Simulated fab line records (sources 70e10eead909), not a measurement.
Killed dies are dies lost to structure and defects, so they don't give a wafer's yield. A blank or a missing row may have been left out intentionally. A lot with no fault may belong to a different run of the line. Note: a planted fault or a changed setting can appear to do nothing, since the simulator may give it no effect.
Which tool was responsible?	flow nand_harc	Sampling: 12 lots, 36 wafers, 5 of 1302 route steps

WHAT THE GAUGES SHOWED, per wafer
NHARC_A_CONTACT_INSPECT_71.
lot	measured	on	raw_defect_count
L074	day 22 12:13	defect_inspect-01	55 67 54
L078	day 23 20:34	defect_inspect-01	23 32 32
L079	day 24 10:04	defect_inspect-01	29 33 25
L080	day 24 14:55	defect_inspect-01	106 103 119
L083	day 25 15:50	defect_inspect-01	31 31 38
L085	day 26 19:07	defect_inspect-01	38 39 47
L087	day 27 16:49	defect_inspect-01	75 64 53
L089	day 27 22:22	defect_inspect-01	88 84 99
L090	day 28 09:05	defect_inspect-02	55 57 69
L092	day 30 02:55	defect_inspect-01	120 123 109
L096	day 30 16:38	defect_inspect-02	76 77 76
L095	day 30 23:40	defect_inspect-02	26 20 19

TOOL THAT RAN EACH LOT (tool first, then ch and the chambers of the sampled wafers, then the start)
lot	NHARC_A_CONTACT_DEP_29	NHARC_A_CONTACT_ETCH_51	NHARC_A_CONTACT_ETCH_118	NHARC_A_CONTACT_ETCH_121
L074	pecvd-03 ch 0,1,2, day 22 00:00	rie_diel-01 ch 0,1,3, day 22 03:52 or earlier	har_cap_etch-02 ch 0,1, day 22 03:52	har_cap_etch-02 ch 0,1, day 22 04:23
L078	pecvd-03 ch 0,1, day 23 08:42	rie_diel-02 ch 0,1,2, day 23 12:54 or earlier	har_cap_etch-02 ch 0,1, day 23 12:54	har_cap_etch-02 ch 0,1, day 23 13:25
L079	pecvd-04 ch 1,2, day 23 20:08	rie_diel-02 ch 2,3, day 24 01:20 or earlier	har_cap_etch-03 ch 0,1, day 24 01:20	har_cap_etch-03 ch 0,1, day 24 01:50
L080	pecvd-01 ch 1,2, day 24 01:14	rie_diel-01 ch 0,1, day 24 05:05 or earlier	har_cap_etch-03 ch 0,1, day 24 05:05	har_cap_etch-03 ch 0,1, day 24 05:36
L083	pecvd-01 ch 0,1, day 25 04:44	rie_diel-02 ch 0,2, day 25 08:40 or earlier	har_cap_etch-01 ch 0,1, day 25 08:40	har_cap_etch-01 ch 0,1, day 25 09:10
L085	pecvd-01 ch 0,1,2, day 26 08:10	rie_diel-01 ch 0,1,2, day 26 12:08 or earlier	har_cap_etch-01 ch 0,1, day 26 12:08	har_cap_etch-01 ch 0,1, day 26 12:39
L087	pecvd-01 ch 0,1,2, day 27 03:41	rie_diel-02 ch 1,2,3, day 27 07:52 or earlier	har_cap_etch-01 ch 0,1, day 27 07:52	har_cap_etch-01 ch 0,1, day 27 08:23
L089	pecvd-01 ch 0,2, day 27 04:17	rie_diel-01 ch 0,1,2, day 27 10:14 or earlier	har_cap_etch-02 ch 0,1, day 27 10:14	har_cap_etch-02 ch 0,1, day 27 10:44
L090	pecvd-03 ch 1,2, day 27 20:05	rie_diel-02 ch 0,1,3, day 27 23:55 or earlier	har_cap_etch-01 ch 0,1, day 27 23:55	har_cap_etch-01 ch 0,1, day 28 00:26
L092	pecvd-03 ch 0,1,2, day 29 15:50	rie_diel-06 ch 0,2,3, day 29 19:47 or earlier	har_cap_etch-03 ch 0,1, day 29 19:47	har_cap_etch-03 ch 0,1, day 29 20:18
L096	pecvd-04 ch 0,2, day 30 05:01	rie_diel-02 ch 0,2,3, day 30 09:30 or earlier	har_cap_etch-01 ch 0,1, day 30 09:30	har_cap_etch-01 ch 0,1, day 30 10:00
L095	pecvd-01 ch 0,1,2, day 30 12:17	rie_diel-02 ch 0,2, day 30 16:23 or earlier	har_cap_etch-03 ch 0,1, day 30 16:23	har_cap_etch-03 ch 0,1, day 30 16:54
- NHARC_A_CONTACT_DEP_29: deposits SiON, target thk 100 nm.
- NHARC_A_CONTACT_ETCH_51: etches the open film in O2/COS, target depth 7000 nm, time 1820 s.
- NHARC_A_CONTACT_ETCH_118: etches the open film in C4F8/O2/Ar, time 190 s, target depth 1850 nm.
- NHARC_A_CONTACT_ETCH_121: etches the open film in C4F8/O2/Ar, time 190 s, target depth 1850 nm.

THE ANSWER, worked out from the rows above alone
Rule: the lots themselves supply what counts as usual. The widest of any qualifying gaps counts: lots, ordered by their means at a reading, are off when they make up no more than a third of the lots, leave a main group of 4 or more, and stand apart from it by 3 or more times the standard deviation of that group's means. A main group whose means are all the same, to the digits that the tables above print for the reading, isn't used. A lot without any number at a reading at which 4 lots or more have one is off too. The other lots that the step has rows for count as sound.
None of the lots is off at any reading shown; this tells nothing.

WHAT THE SIMULATOR PUT IN
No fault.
